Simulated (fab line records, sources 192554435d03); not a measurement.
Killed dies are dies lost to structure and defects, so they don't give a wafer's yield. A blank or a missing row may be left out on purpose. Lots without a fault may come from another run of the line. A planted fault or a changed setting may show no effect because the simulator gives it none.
Split-lot experiment | flow n5_finfet | 7 lots, 39 wafers read, on a route of 1938 steps

THE SPLIT
At N5_BEOL_M5_ILD_DEP_00 (deposits SiCOH lowk from DEMS/porogen, target thk 140.64 nm, time 25.9 s), the setting time_s was moved away from the recipe's 25.9 s on 12 of the 39 wafers read, by -46.5% to +45.5%. The other wafers ran this setting at the recipe's value.

FROM THE SPLIT TO THE READING: what the file shows between them, 1 step
- N5_BEOL_M5_CURE_79: cures SiCOH lowk, time 240 s

THE READING
M5_ILD_THK, in nm, at N5_BEOL_M5_THK_MEAS_01. Fault-free wafers of this fab line usually give 120.9 nm, standard deviation 1.6 nm.

wafer  | tool, chamber at the split | time_s as run, s | against the recipe | M5_ILD_THK, nm | against lot-mates on the recipe
L074.1 | pecvd-03, 0                | 25.9             | recipe             | 120.4          | -
L074.2 | pecvd-03, 1                | 25.9             | recipe             | 121.8          | -
L074.3 | pecvd-03, 2                | 25.9             | recipe             | 121.3          | -
L074.4 | pecvd-03, 2                | 25.9             | recipe             | 122.4          | -
L074.5 | pecvd-03, 1                | 25.9             | recipe             | 122.6          | -
L074.6 | pecvd-03, 0                | 25.9             | recipe             | 121.8          | -
L077.1 | pecvd-02, 2                | 37.69            | +45.5%             | 174.7          | +54.5
L077.2 | pecvd-02, 1,0              | 25.9             | recipe             | 121.3          | -
L077.3 | pecvd-02, 0                | 25.9             | recipe             | 118.0          | -
L077.4 | pecvd-02, 2                | 37.69            | +45.5%             | 177.2          | +57.0
L077.5 | pecvd-02, 1                | 37.69            | +45.5%             | 175.8          | +55.6
L077.6 | pecvd-02, 1,0              | 25.9             | recipe             | 121.3          | -
L075.1 | pecvd-02, 0                | 21.3             | -17.8%             | 99.1           | -23.0
L075.2 | pecvd-02, 2                | 21.3             | -17.8%             | 99.3           | -22.8
L075.3 | pecvd-02, 1                | 21.3             | -17.8%             | 98.6           | -23.5
L075.4 | pecvd-02, 2                | 25.9             | recipe             | 122.4          | -
L075.5 | pecvd-02, 0                | 25.9             | recipe             | 122.0          | -
L075.6 | pecvd-02, 1                | 25.9             | recipe             | 121.8          | -
L079.2 | pecvd-02, 0                | 25.9             | recipe             | 120.1          | -
L079.4 | pecvd-02, 2                | 25.9             | recipe             | 123.1          | -
L079.5 | pecvd-02, 1                | 25.9             | recipe             | 123.8          | -
L081.1 | pecvd-04, 0,1              | 13.86            | -46.5%             | 63.4           | -56.0
L081.2 | pecvd-04, 2                | 25.9             | recipe             | 116.8          | -
L081.3 | pecvd-04, 0,1              | 13.86            | -46.5%             | 63.4           | -56.0
L081.4 | pecvd-04, 0                | 25.9             | recipe             | 120.2          | -
L081.5 | pecvd-04, 1                | 13.86            | -46.5%             | 66.0           | -53.4
L081.6 | pecvd-04, 2                | 25.9             | recipe             | 121.3          | -
L087.1 | pecvd-02, 0                | 25.9             | recipe             | 120.2          | -
L087.2 | pecvd-02, 2                | 25.9             | recipe             | 121.8          | -
L087.3 | pecvd-02, 1                | 25.9             | recipe             | 119.7          | -
L087.4 | pecvd-02, 1                | 25.9             | recipe             | 122.4          | -
L087.5 | pecvd-02, 2                | 25.9             | recipe             | 122.7          | -
L087.6 | pecvd-02, 0                | 25.9             | recipe             | 121.9          | -
L089.1 | pecvd-02, 1                | 25.9             | recipe             | 120.5          | -
L089.2 | pecvd-02, 0                | 25.9             | recipe             | 121.0          | -
L089.3 | pecvd-02, 2                | 18.36            | -29.1%             | 85.9           | -35.7
L089.4 | pecvd-02, 2                | 25.9             | recipe             | 123.3          | -
L089.5 | pecvd-02, 1                | 18.36            | -29.1%             | 89.0           | -32.6
L089.6 | pecvd-02, 0                | 18.36            | -29.1%             | 88.0           | -33.6
Where a row lists several chambers, the file gives one row for several wafers and doesn't say which wafer went through which chamber.

THE FIT
A straight line over all 39 wafers: M5_ILD_THK changes by +1.21 nm for each +1% of time_s; r = +1.00; the points scatter about the line by 1.5 nm.
The same after taking each lot's own level away (the mean of its wafers on the recipe; 39 wafers): +1.21 nm for each +1%; r = +1.00; scatter 1.4 nm.
On that fit, the largest move of time_s shifts the reading by 56 nm.
The lots' own levels span 119.43 to 122.33 nm, that is 1.8 times the standard deviation above.
So the lot-to-lot level changes the slope little: the two slopes agree.
Check: with one of the wafers moved furthest among these (-46.5%) left out of the fit, the line predicts -55.9 nm for it against its lot-mates. It came out at -56 nm against them.

THE WHOLE CHAIN: every reading that the file lists as answering this split, in the file's order
step                   | what it does                                                             | reading                                                                                  | change (the file's fit)              | r (the file's)
N5_BEOL_M5_ILD_DEP_00  | deposits SiCOH lowk from DEMS/porogen, target thk 140.64 nm, time 25.9 s | SiCOH_lowk_of_BEOL_M5_ILD_DEP_00.thk_nm (the simulator's own value, which no gauge read) | +1.39 nm for each +1% of the setting | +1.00
N5_BEOL_M5_CURE_79     | cures SiCOH lowk, time 240 s                                             | SiCOH_lowk_of_BEOL_M5_ILD_DEP_00.thk_nm (the simulator's own value, which no gauge read) | +1.2 nm for each +1% of the setting  | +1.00
N5_BEOL_M5_THK_MEAS_01 |                                                                          | M5_ILD_THK                                                                               | +1.2 for each +1% of the setting     | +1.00

THE FILE'S OWN FIT
M5_ILD_THK changes by +1.2 nm for each +1% of time_s, r = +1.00.
